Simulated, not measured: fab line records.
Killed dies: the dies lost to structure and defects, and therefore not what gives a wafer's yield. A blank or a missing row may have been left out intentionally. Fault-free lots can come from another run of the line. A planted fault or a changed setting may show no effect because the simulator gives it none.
3 desks looking at one fault :: flow n5-finfet :: each desk holds nothing but its own numbers, with what lay behind them at the end

== THE DEFECT DESK ==
For each lot, the counts of the inspections along the route, averaged over the sampled wafers that have a number. Any lot whose mean is over 4 standard deviations away from the usual mean is out of limits and marked OUT; that distance is given in the brackets.
Columns: A = raw-defect-count at N5_BEOL_M4_INSPECT_13, usual 426
lot: L954
first seen here: day 7 15:48
A: 433

lot: L957
first seen here: day 9 02:29
A: 441

lot: L961
first seen here: day 9 13:32
A: 426

lot: L964
first seen here: day 10 04:14
A: 354

lot: L965
first seen here: day 10 19:02
A: 600

lot: L969
first seen here: day 12 03:01
A: 405

lot: L970
first seen here: day 12 04:34
A: 486

lot: L973
first seen here: day 12 12:44
A: 390

lot: L975
first seen here: day 13 19:38
A: 347

lot: L976
first seen here: day 13 21:07
A: 464
This desk's finding: nothing out of limits on any of the 10 lots.

== AT THE TOOL OWNER'S DESK: euv-scanner-02 ==
The tool's own readings at N5_BEOL_M4_EXPOSE_25 (exposes mask V3, defocus 5 nm): means of the sampled wafers that have a number, for each lot that ran on this tool. Any lot whose mean is over 4 standard deviations away from the usual mean is out of limits and marked OUT; that distance is given in the brackets.
Columns: A = exposure-dose-mJ-cm2 at N5_BEOL_M4_EXPOSE_25, usual 62.87
lot: L954
first seen here: day 7 16:55
A: 62.92

lot: L961
first seen here: day 9 14:20
A: 62.82

lot: L964
first seen here: day 10 04:53
A: 62.92

lot: L969
first seen here: day 12 03:39
A: 62.87

lot: L970
first seen here: day 12 05:19
A: 64.98 (+31) OUT

lot: L973
first seen here: day 12 13:23
A: 63.94 (+16) OUT
This desk's verdict: out of limits on L970, L973, starting with L970 at day 12 05:19 (exposure-dose-mJ-cm2 at N5_BEOL_M4_EXPOSE_25). L954, L961, L964, L969: within limits.

== THE METROLOGY DESK ==
Lot by lot, what the gauges showed, no matter which tool ran the lot: averages of those sampled wafers that carry a number. Any lot whose mean is over 4 standard deviations away from the usual mean is out of limits and marked OUT; that distance is given in the brackets. Of its 10 readings 7 are shown: those that lie furthest out on some lot.
Columns: A = DIBL_N at N5_BEOL_M4_RC_MEAS_101, usual 36.0 mV/V; B = DIBL_P at N5_BEOL_M4_RC_MEAS_101, usual 36.3 mV/V; C = IOFF_N at N5_BEOL_M4_RC_MEAS_101, usual 0.16 nA/um; D = IOFF_P at N5_BEOL_M4_RC_MEAS_101, usual 0.21 nA/um; E = ION_P at N5_BEOL_M4_RC_MEAS_101, usual 461 uA/um; F = SS_N at N5_BEOL_M4_RC_MEAS_101, usual 71.4 mV/dec; G = VT_N at N5_BEOL_M4_RC_MEAS_101, usual 250 mV
lot: L954
first seen here: day 8 20:15
A: 36.9
B: 37.8
C: 0.19
D: 0.25
E: 465
F: 72.5
G: 247

lot: L957
first seen here: day 9 10:52
A: 35.6
B: 36.1
C: 0.16
D: 0.19
E: 462
F: 71.3
G: 250

lot: L961
first seen here: day 10 05:17
A: 38.5
B: 40.7
C: 0.21
D: 0.24
E: 465
F: 71.4
G: 244

lot: L964
first seen here: day 10 11:23
A: 34.2
B: 34.4
C: 0.12
D: 0.18
E: 465
F: 70.5
G: 256

lot: L965
first seen here: day 11 08:05
A: 37.4
B: 36.9
C: 0.17
D: 0.21
E: 455
F: 71.6
G: 250

lot: L969
first seen here: day 12 11:57
A: 34.0
B: 32.7
C: 0.11
D: 0.15
E: 452
F: 70.6
G: 257

lot: L970
first seen here: day 12 16:12
A: 35.2
B: 37.0
C: 0.16
D: 0.21
E: 464
F: 71.2
G: 248

lot: L973
first seen here: day 12 22:59
A: 35.5
B: 35.1
C: 0.14
D: 0.19
E: 459
F: 71.1
G: 253

lot: L976
first seen here: day 14 06:26
A: 38.1
B: 37.2
C: 0.17
D: 0.22
E: 461
F: 71.9
G: 249

lot: L975
first seen here: day 14 07:43
A: 37.3
B: 39.0
C: 0.17
D: 0.24
E: 473
F: 71.4
G: 246
This desk's finding: nothing out of limits on any of the 10 lots.

== PUT TOGETHER ==
On L970, L973, at day 12 05:19, an alarm was possible from the tool owner's desk.
Nothing out of limits was seen by the defect desk.
The metrology desk saw nothing out of limits.
The defect desk has L970, L973 on record, within its limits.
The metrology desk holds a record of L970, L973, inside its limits.
On euv-scanner-02, each named lot ran N5_BEOL_M4_EXPOSE_25.

== WHAT THE SIMULATOR PUT IN ==
Process parameter drift: euv-scanner-02, from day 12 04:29 on, at N5_BEOL_M4_EXPOSE_25. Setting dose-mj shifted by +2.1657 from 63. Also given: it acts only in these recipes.
Shown lots that were struck: L970, L973.
Delay in hours, fault start to first out-of-limits reading, by desk: the tool owner's desk at 1.
